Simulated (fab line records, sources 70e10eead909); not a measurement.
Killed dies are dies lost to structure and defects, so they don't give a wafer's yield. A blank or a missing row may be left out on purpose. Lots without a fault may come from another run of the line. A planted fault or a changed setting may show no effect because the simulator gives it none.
Which tool did it? | flow nand_harc | 11 lots, 33 wafers sampled, at 5 steps of a route of 1302

WHAT THE GAUGES READ, wafer by wafer
The record holds no reading of a measuring or inspecting step that can be judged against a usual standard deviation.

WHICH TOOL RAN EACH LOT (tool, then ch and the chambers of the sampled wafers, then the start)
lot  | NHARC_A_CHANNEL_HOLE_D2_ETCH_25  | NHARC_A_CHANNEL_HOLE_D2_ETCH_27  | NHARC_A_CHANNEL_FILL_D2_ALD_15      | NHARC_A_CHANNEL_FILL_D2_ALD_16   | NHARC_A_CHANNEL_FILL_D2_ETCHBACK_19
L768 | har_etch-01 ch 0,1, day 13 18:58 | har_etch-01 ch 0,1, day 13 19:55 | ald_sin_batch-02 ch 0, day 14 08:52 | ald_hk-02 ch 0,2, day 14 11:06   | rie_si-02 ch 1,3, day 14 22:22
L769 | har_etch-01 ch 0,1, day 14 14:47 | har_etch-01 ch 0,1, day 14 15:53 | ald_sin_batch-02 ch 0, day 15 03:58 | ald_hk-02 ch 0,1,2, day 15 06:02 | rie_si-03 ch 2,3, day 15 17:54
L772 | har_etch-02 ch 0,1, day 15 01:38 | har_etch-02 ch 0,1, day 15 02:43 | ald_sin_batch-02 ch 0, day 15 14:49 | ald_hk-03 ch 0,1,2, day 15 16:58 | rie_si-03 ch 0,3, day 16 04:50
L770 | har_etch-01 ch 0,1, day 15 03:52 | har_etch-01 ch 0,1, day 15 04:49 | ald_sin_batch-01 ch 0, day 15 18:10 | ald_hk-01 ch 0,1, day 15 20:13   | rie_si-02 ch 0,1,3, day 16 07:46
L771 | har_etch-02 ch 0,1, day 15 05:56 | har_etch-02 ch 0,1, day 15 06:53 | ald_sin_batch-01 ch 0, day 15 18:10 | ald_hk-03 ch 2,3, day 15 20:13   | rie_si-03 ch 2,3, day 16 07:46
L779 | har_etch-01 ch 0,1, day 18 20:30 | har_etch-01 ch 0,1, day 18 21:35 | ald_sin_batch-01 ch 0, day 19 09:37 | ald_hk-01 ch 0,1,3, day 19 15:18 | rie_si-04 ch 0,2,3, day 20 03:38
L780 | har_etch-01 ch 0,1, day 19 13:51 | har_etch-01 ch 0,1, day 19 14:55 | ald_sin_batch-01 ch 0, day 20 02:16 | ald_hk-01 ch 1,2,3, day 20 04:19 | rie_si-02 ch 0,2,3, day 20 15:40
L788 | har_etch-01 ch 0,1, day 22 00:27 | har_etch-01 ch 0,1, day 22 01:25 | ald_sin_batch-03 ch 0, day 22 16:13 | ald_hk-01 ch 1,3, day 22 18:19   | rie_si-04 ch 0,3, day 23 05:35
L787 | har_etch-02 ch 0,1, day 22 00:48 | har_etch-02 ch 0,1, day 22 01:46 | ald_sin_batch-03 ch 0, day 22 16:13 | ald_hk-02 ch 0,2,3, day 22 18:19 | rie_si-02 ch 0,1,2, day 23 05:37
L789 | har_etch-01 ch 0,1, day 22 04:28 | har_etch-01 ch 0,1, day 22 05:32 | ald_sin_batch-03 ch 0, day 22 16:13 | ald_hk-03 ch 0,1,3, day 22 18:19 | rie_si-03 ch 0,2,3, day 23 05:35
L790 | har_etch-02 ch 0,1, day 22 22:58 | har_etch-02 ch 0,1, day 22 23:56 | ald_sin_batch-02 ch 0, day 23 11:58 | ald_hk-02 ch 1,2,3, day 23 14:01 | rie_si-02 ch 1,3, day 24 02:57
- NHARC_A_CHANNEL_HOLE_D2_ETCH_25: etches the open film in C4F8/O2/Ar, time 1040.2 s, target depth 1500 nm.
- NHARC_A_CHANNEL_HOLE_D2_ETCH_27: etches the open film in C4F8/O2/Ar, time 90 s, target depth 400 nm.
- NHARC_A_CHANNEL_FILL_D2_ALD_15: deposits SiNx, target thk 2 nm, pulse time 60 s, ald cycles 19.
- NHARC_A_CHANNEL_FILL_D2_ALD_16: deposits SiO2, target thk 1.5 nm, pulse time 10 s, ald cycles 15.
- NHARC_A_CHANNEL_FILL_D2_ETCHBACK_19: etches the open film in HBr/Cl2, target depth 5 nm, time 1.7 s.

WHAT THE TOOLS THEMSELVES READ (means of the sampled wafers that have a number; where no wafer has one, the mark that the record gives instead)
NHARC_A_CHANNEL_HOLE_D2_ETCH_25.
lot  | tool        | drypump_motor_current_A (A) | showerhead_plenum_p_Torr (Torr) | throttle_valve_pct (%)
L768 | har_etch-01 | 5.3                         | 3.53                            | 32.231
L769 | har_etch-01 | 5.1                         | 3.57                            | 32.236
L772 | har_etch-02 | 5.2                         | 3.63                            | 32.238
L770 | har_etch-01 | 5.3                         | 3.52                            | 32.242
L771 | har_etch-02 | 5.6                         | 3.67                            | 32.222
L779 | har_etch-01 | 5.0                         | 3.54                            | 32.231
L780 | har_etch-01 | 5.0                         | 3.53                            | 32.239
L788 | har_etch-01 | 5.3                         | 3.47                            | 32.234
L787 | har_etch-02 | 5.6                         | 3.74                            | 32.239
L789 | har_etch-01 | 5.1                         | 3.51                            | 32.239
L790 | har_etch-02 | 5.2                         | 3.81                            | 32.232

NHARC_A_CHANNEL_HOLE_D2_ETCH_27.
lot  | tool        | drypump_motor_current_A (A) | showerhead_plenum_p_Torr (Torr) | throttle_valve_pct (%)
L768 | har_etch-01 | 5.3                         | 3.56                            | 27.622
L769 | har_etch-01 | 5.1                         | 3.61                            | 27.621
L772 | har_etch-02 | 5.2                         | 3.67                            | 27.622
L770 | har_etch-01 | 5.3                         | 3.55                            | 27.619
L771 | har_etch-02 | 5.5                         | 3.72                            | 27.619
L779 | har_etch-01 | 5.1                         | 3.58                            | 27.623
L780 | har_etch-01 | 5.0                         | 3.57                            | 27.616
L788 | har_etch-01 | 5.3                         | 3.50                            | 27.615
L787 | har_etch-02 | 5.5                         | 3.78                            | 27.625
L789 | har_etch-01 | 5.1                         | 3.55                            | 27.625
L790 | har_etch-02 | 5.2                         | 3.85                            | 27.623

NHARC_A_CHANNEL_FILL_D2_ALD_15.
lot  | tool             | precursor_pulse_height_rel
L768 | ald_sin_batch-02 | 1.010
L769 | ald_sin_batch-02 | 1.000
L772 | ald_sin_batch-02 | 1.004
L770 | ald_sin_batch-01 | 0.995
L771 | ald_sin_batch-01 | 0.979
L779 | ald_sin_batch-01 | 1.012
L780 | ald_sin_batch-01 | 0.999
L788 | ald_sin_batch-03 | 0.990
L787 | ald_sin_batch-03 | 1.000
L789 | ald_sin_batch-03 | 0.997
L790 | ald_sin_batch-02 | 1.013

NHARC_A_CHANNEL_FILL_D2_ALD_16.
lot  | tool      | heater_power_w (W) | precursor_pulse_height_rel
L768 | ald_hk-02 | 499                | 0.991
L769 | ald_hk-02 | 480                | 1.024
L772 | ald_hk-03 | 508                | 1.004
L770 | ald_hk-01 | 385                | 1.000
L771 | ald_hk-03 | 504                | 1.010
L779 | ald_hk-01 | 385                | 1.010
L780 | ald_hk-01 | 389                | 0.995
L788 | ald_hk-01 | 382                | 0.989
L787 | ald_hk-02 | 481                | 0.986
L789 | ald_hk-03 | 484                | 0.994
L790 | ald_hk-02 | 473                | 0.997

NHARC_A_CHANNEL_FILL_D2_ETCHBACK_19.
lot  | tool      | drypump_motor_current_A (A) | oes_product_au (a.u.) | throttle_valve_pct (%)
L768 | rie_si-02 | 5.3                         | 1.007                 | 26.406
L769 | rie_si-03 | 5.8                         | 1.008                 | 26.402
L772 | rie_si-03 | 5.3                         | 1.013                 | 26.411
L770 | rie_si-02 | 5.5                         | 1.004                 | 26.397
L771 | rie_si-03 | 5.8                         | 1.008                 | 26.404
L779 | rie_si-04 | 5.8                         | 1.005                 | 26.410
L780 | rie_si-02 | 5.7                         | 1.008                 | 26.408
L788 | rie_si-04 | 6.0                         | 0.998                 | 26.398
L787 | rie_si-02 | 5.4                         | 1.006                 | 26.414
L789 | rie_si-03 | 5.6                         | 1.003                 | 26.414
L790 | rie_si-02 | 5.3                         | 0.996                 | 26.408

THE ANSWER, worked out from the rows above alone
Rule: what is usual is taken from the lots themselves. Put in order of their means at a reading, lots are off if they are a third of the lots or fewer, leave a main group of 4 or more, and stand apart from it by a gap of 3 or more times the standard deviation of the main group's means; of several such gaps the widest counts. A main group whose means are all the same, to the digits that the tables above print for the reading, isn't used. A lot without any number at a reading at which 4 lots or more have one is off too. The other lots that the step has rows for count as sound. The gauges are gone through in route order, then the tools' own readings, and for those a lot's mean is taken as printed above. The first step at which some lot is off is used, and at that step the reading that is off furthest; a lot without a number counts as furthest.
No lot is off at any reading shown: from this, nothing can be told.

WHAT THE SIMULATOR HAD PUT IN
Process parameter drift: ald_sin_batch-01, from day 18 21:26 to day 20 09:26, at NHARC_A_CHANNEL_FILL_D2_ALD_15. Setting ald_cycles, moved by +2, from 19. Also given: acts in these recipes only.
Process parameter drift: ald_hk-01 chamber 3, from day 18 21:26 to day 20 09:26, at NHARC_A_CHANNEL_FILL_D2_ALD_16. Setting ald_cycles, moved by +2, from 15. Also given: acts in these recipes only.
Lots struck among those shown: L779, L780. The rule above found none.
